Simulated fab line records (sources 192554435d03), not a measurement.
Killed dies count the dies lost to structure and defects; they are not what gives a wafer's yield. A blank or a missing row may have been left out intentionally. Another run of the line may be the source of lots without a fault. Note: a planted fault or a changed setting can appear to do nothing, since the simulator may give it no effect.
Matching of chambers :: flow n5_finfet :: N5_DUMMY_REMOVAL_HM_STRIP_01 on rie_diel-06 has 4 sister chambers
The step strips SiNx in CH3F/O2, stops on poly-Si, target depth 4 nm, time 6.8 s. 4 wafers are shown with their chamber, then 7 later ones without.

EACH WAFER AND ITS CHAMBER
wafer: L091.5
chamber: 3
drypump_motor_current_A (A): 4.7

wafer: L094.6
chamber: 2
drypump_motor_current_A (A): 4.7

wafer: L095.2
chamber: 0
drypump_motor_current_A (A): 6.2

wafer: L095.5
chamber: 1
drypump_motor_current_A (A): 5.4

WAFERS WHOSE CHAMBER IS MISSING
wafer: L095.6
drypump_motor_current_A (A): 4.7

wafer: L096.4
drypump_motor_current_A (A): 6.2

wafer: L096.5
drypump_motor_current_A (A): 5.4

wafer: L096.6
drypump_motor_current_A (A): 6.3

wafer: L097.2
drypump_motor_current_A (A): 4.8

wafer: L097.4
drypump_motor_current_A (A): 5.4

wafer: L097.6
drypump_motor_current_A (A): 4.7

THE CHAMBER EACH PASSED THROUGH
wafer: L095.6
from the rows above: can't be placed: 2 or 3
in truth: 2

wafer: L096.4
from the rows above: 0
in truth: 0

wafer: L096.5
from the rows above: 1
in truth: 1

wafer: L096.6
from the rows above: 0
in truth: 0

wafer: L097.2
from the rows above: can't be placed: 2 or 3
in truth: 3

wafer: L097.4
from the rows above: 1
in truth: 1

wafer: L097.6
from the rows above: can't be placed: 2 or 3
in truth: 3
Correctly placed: 4 of 7. Unplaceable from these rows: 3, with the true chamber sitting among the candidates in 3. 0 placed wrongly.
How it was worked out, from the rows above alone: a wafer's distance from a chamber is the root of the sum, over the readings, of the square of ((its reading less the chamber's mean) divided by the reading's scatter). The wafer belongs to the nearest chamber; if the next one is less than 2 further off, it can't be placed. Each chamber's mean is taken over the wafers shown for it. The scatter: root of mean squared gap, hidden wafer to nearest shown wafer, with one shown wafer a chamber.
